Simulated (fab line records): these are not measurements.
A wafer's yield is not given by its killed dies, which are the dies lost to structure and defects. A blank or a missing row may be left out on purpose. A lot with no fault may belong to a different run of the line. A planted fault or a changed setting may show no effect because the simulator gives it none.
fab line records | flow nand_harc
record: lots: 6 wafers: 18 last_day: 25
route steps=1159 shown A_STAIRCASE@531
lots that met no fault: taken from a fault-free run of the same line
start_h: hours from the record's first day to the start of the lot's first wafer shown | wait_h: hours elapsed since this lot's preceding step | " unchanged from the row above | L1.1+2: a row that stands for several wafers | - value missing, or start not given | * or withheld: withheld | < > ~ a bound
route shown NAME@n: NAME is a module with steps in the file, n the number in the route of the first one | usual: mean and standard deviation over wafers with no fault | same: alike in all rows | chamber/n: place in a boat | sites: the reading at each site | _std_site: how widely they spread, as a standard deviation | _edge_site: inner sites' mean taken away from outer sites' mean | radius_mm: how far each site lies from the wafer's centre | mask NAME#n: copy n | behind: the tool/chamber that last shaped the wafer | hold: what put the lot on hold/how long, in hours/how the hold closed | device: which transistor (n, p or np) failed to switch | end of line: at the end of the route, the tests of the same wafers | a step given without rows: its recipe and nothing more | killed: dies that structure and defects cost at the first sort, which is not the same as the wafer's yield | map: per-die view of a wafer (x killed, . not killed, _ where there is no die)
set.NAME: the setting the step ran with; set.NAME@STEP: the setting that earlier step ran with | model.NAME: the simulator's own value behind a step, which no gauge read
lots seen at some steps along the route; tables by step, rows by wafer
services: when a tool's chamber went out of use (start_h, in hours from the record's first day, below 0 if earlier), for how many hours, and the reason
== steps ==
step: NHARC_A_STAIRCASE_ETCH_169
recipe: target_depth_a: 500 time_s: 107.1 ion_energy_ev: 120 ch3f_flow_sccm: 50 o2_flow_sccm: 30 ar_flow_sccm: 200 rf_w: 500 bias_w: 100 chemistry: CH3F/O2
usual: drypump_motor_current_A: 5.7/0.31 oes_product_au: 0.942/0.021 rf_vpp_V: 245.1/1.4 showerhead_plenum_p_Torr: 2.51/0.082 throttle_valve_pct: 20.663/0.0096
columns lot.wafer tool chamber start_h wait_h drypump_motor_current_A oes_product_au rf_hours_counter_h rf_vpp_V showerhead_plenum_p_Torr throttle_valve_pct
L515.1 rie_diel-04 2 287.80 0.1 6.2 0.913 65 244.8 2.47 20.644
L515.4 " 3 " " 5.7 0.924 59 245.0 2.44 20.649
L515.6 " 1 " " 5.7 0.924 - 245.5 2.53 20.670
L516.3 rie_diel-12 3 288.02 0.1 5.2 0.945 26 245.0 2.59 20.671
L516.2 " 1 " " 6.0 0.940 27 245.0 2.40 20.666
L516.5 " 2 " " 5.5 0.945 - 248.4 2.62 20.651
L518.3 rie_diel-04 2 317.69 0.1 6.2 0.952 4 245.2 2.47 20.661
L518.4 " 3 " " 5.8 0.973 4 244.0 2.44 20.653
L518.2 " 1 " " 5.6 0.943 5 246.5 2.53 20.670
L525.2 rie_diel-12 2 334.62 0.6 5.6 0.918 44 246.4 2.61 20.665
L525.3 " 3 " " 5.2 0.911 43 246.4 2.58 20.687
L525.1 " 0 " " 5.6 0.920 38 243.1 2.39 20.680
L527.3 rie_diel-08 0 356.79 0.1 5.2 0.973 20 244.0 2.41 20.659
L527.5 " 2 " " 5.5 0.943 - 245.1 2.58 20.661
L527.6 " 3 " " 6.2 0.948 - 246.9 2.54 20.654
L528.2 rie_diel-12 0 373.09 0.1 5.7 0.918 54 243.6 2.38 20.645
L528.4 " 2 " " 5.6 0.923 57 246.7 2.61 20.679
L528.1 " 3 " " 5.2 0.909 57 245.5 2.58 20.680
step: NHARC_A_STAIRCASE_ETCH_170
recipe: target_depth_a: 2000 time_s: 66.667 ion_energy_ev: 250 c4f6_flow_sccm: 25 o2_flow_sccm: 20 ar_flow_sccm: 500 rf_w: 600 bias_w: 500 chemistry: C4F6/O2
usual: drypump_motor_current_A: 5.7/0.31 oes_product_au: 0.970/0.016 rf_vpp_V: 548.4/2.7 showerhead_plenum_p_Torr: 4.00/0.12 throttle_valve_pct: 26.903/0.0094
columns lot.wafer tool chamber start_h wait_h drypump_motor_current_A oes_product_au rf_hours_counter_h rf_vpp_V showerhead_plenum_p_Torr throttle_valve_pct
L515.1 rie_diel-04 2 - - 6.2 0.961 65 546.0 3.94 26.901
L515.4 " 3 " " 5.8 0.959 59 546.8 3.89 26.909
L515.6 " 2 " " 6.2 0.963 - 546.2 3.94 26.908
L516.2 rie_diel-12 0 - - 5.7 0.975 23 544.8 3.83 26.913
L516.3 " 1 " " 6.0 0.971 27 544.7 3.84 26.896
L516.5 " 2 " " 5.6 0.962 - 551.5 4.17 26.910
L518.3 rie_diel-04 3 - - 5.8 0.987 4 547.9 3.89 26.912
L518.4 " 0 " " 5.6 0.959 6 548.6 3.97 26.900
L518.2 " 1 " " 5.6 0.955 5 550.4 4.03 26.903
L525.3 rie_diel-12 1 - - 6.0 0.956 43 543.9 3.83 26.909
L525.1 " 2 " " 5.6 0.958 44 550.4 4.16 26.911
L525.2 " 0 " " 5.6 0.951 39 544.5 3.82 26.901
L527.3 rie_diel-08 1 - - 5.7 0.989 17 552.8 4.12 26.912
L527.6 " 0 " " 5.2 0.984 - 544.8 3.85 26.912
L527.5 " 1 " " 5.7 0.991 - 549.7 4.12 26.896
L528.2 rie_diel-12 0 - - 5.7 0.940 54 545.3 3.81 26.892
L528.4 " 1 " " 6.0 0.946 58 543.8 3.82 26.913
L528.1 " 3 " " 5.2 0.936 57 552.0 4.10 26.905
step: NHARC_A_STAIRCASE_STRIP_171
recipe: power_w: 1500 temp_c: 250 chemistry: O2
usual: drypump_motor_current_A: 5.67/0.22 heater_power_w: 329/43
columns lot.wafer tool chamber start_h wait_h drypump_motor_current_A heater_power_w rf_hours_counter_h
L515.1 plasma_asher-01 1 288.16 - 5.39 321 3
L515.4 " 1 " " 5.42 315 -
L515.6 " 1 " " 5.37 309 -
L516.2 plasma_asher-01 1 288.44 - 5.35 307 3
L516.3 " 1 " " 5.37 313 -
L516.5 " 0 " " 5.60 380 -
L518.2 plasma_asher-02 1 317.92 - 5.87 331 39
L518.3 " 1 " " 5.88 342 -
L518.4 " 0 " " 5.92 258 -
L525.2 plasma_asher-01 0 334.87 - 5.69 390 21
L525.1 " 1 " " 5.35 314 21
L525.3 " 0 " " 5.68 394 -
L527.3 plasma_asher-02 0 358.53 - 5.95 251 -
L527.6 " 1 " " 5.89 337 -
L527.5 " 0 " " 5.92 256 -
L528.1 plasma_asher-01 0 373.44 - 5.70 387 36
L528.2 " 1 " " 5.34 319 36
L528.4 " 0 " " 5.65 387 -
step: NHARC_A_STAIRCASE_STRIP_172
recipe: time_s: 900 temp_c: 130 chemistry: SPM
step: NHARC_A_STAIRCASE_PRECLEAN_173
recipe: time_s: * temp_c: 50 bath_age_min: 0 chemistry: SC1
step: NHARC_A_STAIRCASE_SRD_174
step: NHARC_A_STAIRCASE_DEHYDRATE_01
recipe: temp_c: 150 time_s: 120
step: NHARC_A_STAIRCASE_HMDS_02
recipe: time_s: 30
step: NHARC_A_STAIRCASE_COAT_03
recipe: spin_rpm: 1200
step: NHARC_A_STAIRCASE_SOFTBAKE_04
recipe: temp_c: 135 time_s: 170
step: NHARC_A_STAIRCASE_EBR_05
step: NHARC_A_STAIRCASE_EXPOSE_06
recipe: na: 0.5 dose_mj: 25.43 mask_id: STAIR
step: NHARC_A_STAIRCASE_PEB_07
recipe: peb_temp_c: 115 peb_time_s: 130
usual: chill_plate_temp_C: 22.99/0.1 exhaust_pa: 45.2/0.96
columns lot.wafer tool chamber start_h wait_h chill_plate_temp_C exhaust_pa
L515.1 litho_track-03 - 289.32 0.1 - -
L515.4 " - " " - -
L515.6 " - " " - -
L516.2 litho_track-05 - 289.60 0.1 - -
L516.3 " - " " - -
L516.5 " - " " - -
L518.2 litho_track-03 0 319.12 0.1 22.87 45.4
L518.3 " 0 " " 23.11 44.8
L518.4 " 0 " " 23.04 44.9
L525.1 litho_track-05 0 336.07 0.1 22.90 46.0
L525.2 " 0 " " 23.00 44.1
L525.3 " 0 " " 22.81 45.3
L527.3 litho_track-03 0 359.47 0.1 23.11 44.0
L527.5 " 0 " " 23.05 44.4
L527.6 " 0 " " 23.04 45.4
L528.1 litho_track-07 0 374.64 0.1 23.13 43.3
L528.2 " 0 " " 23.11 43.6
L528.4 " 0 " " 22.97 44.0
step: NHARC_A_STAIRCASE_DEVELOP_08
recipe: time_s: 140
== services ==
columns tool chamber start_h hours kind
plasma_asher-01 - 276.33 9.0 pm
plasma_asher-02 - 279.24 13.0 repair
rie_diel-12 0 285.58 - clean
rie_diel-12 1 285.58 - clean
rie_diel-12 2 285.58 - clean
rie_diel-12 3 285.58 - clean
rie_diel-04 - 288.92 9.0 pm
plasma_asher-02 - 296.78 2.0 repair
rie_diel-08 - 301.86 9.0 pm
rie_diel-12 0 310.08 - clean
rie_diel-12 1 310.08 - clean
rie_diel-12 2 310.08 - clean
rie_diel-12 3 310.08 - clean
rie_diel-08 - 312.16 1.9 repair
rie_diel-12 0 334.61 - clean
rie_diel-12 1 334.61 - clean
rie_diel-12 2 334.61 - clean
rie_diel-12 3 334.61 - clean
rie_diel-08 1 338.56 8.3 repair
rie_diel-12 0 359.11 - clean
rie_diel-12 1 359.11 - clean
rie_diel-12 2 359.11 - clean
plasma_asher-02 - 360.04 9.0 pm
litho_track-07 - 364.00 7.0 pm
== key ==
first_sign: step: NHARC_A_STAIRCASE_PEB_07 reading: tool_record direction: missing
effect none on later readings
met_at NHARC_A_STAIRCASE_PEB_07
struck_wafers L515.1,L515.4,L515.6,L516.2,L516.3,L516.5
later_rows_left_out L515.1,L515.4,L515.6,L516.2,L516.3,L516.5
sort_left_out L515.1,L515.4,L515.6,L516.2,L516.3,L516.5
tester_left_out L515,L516
fault: kind: skipped_step_whole tool: litho_track-03,litho_track-05 chamber: - onset_h: 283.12 steps: NHARC_A_STAIRCASE_PEB_07 scope: struck_lots_only
tester_left_out: of these lots the tester's yield and bins aren't shown, on N5 and GAA mostly nor the transistor test; their killed dies are dies lost to structure and defects alone, not to doping, threshold or leakage, so they don't give the yield
sort_left_out: the simulated sort isn't trusted on such a fault, so these wafers' sort isn't shown, and their yield isn't known
later_rows_left_out: the simulator's readings of these wafers behind a module that went badly wrong aren't trusted and aren't shown, but for the sort
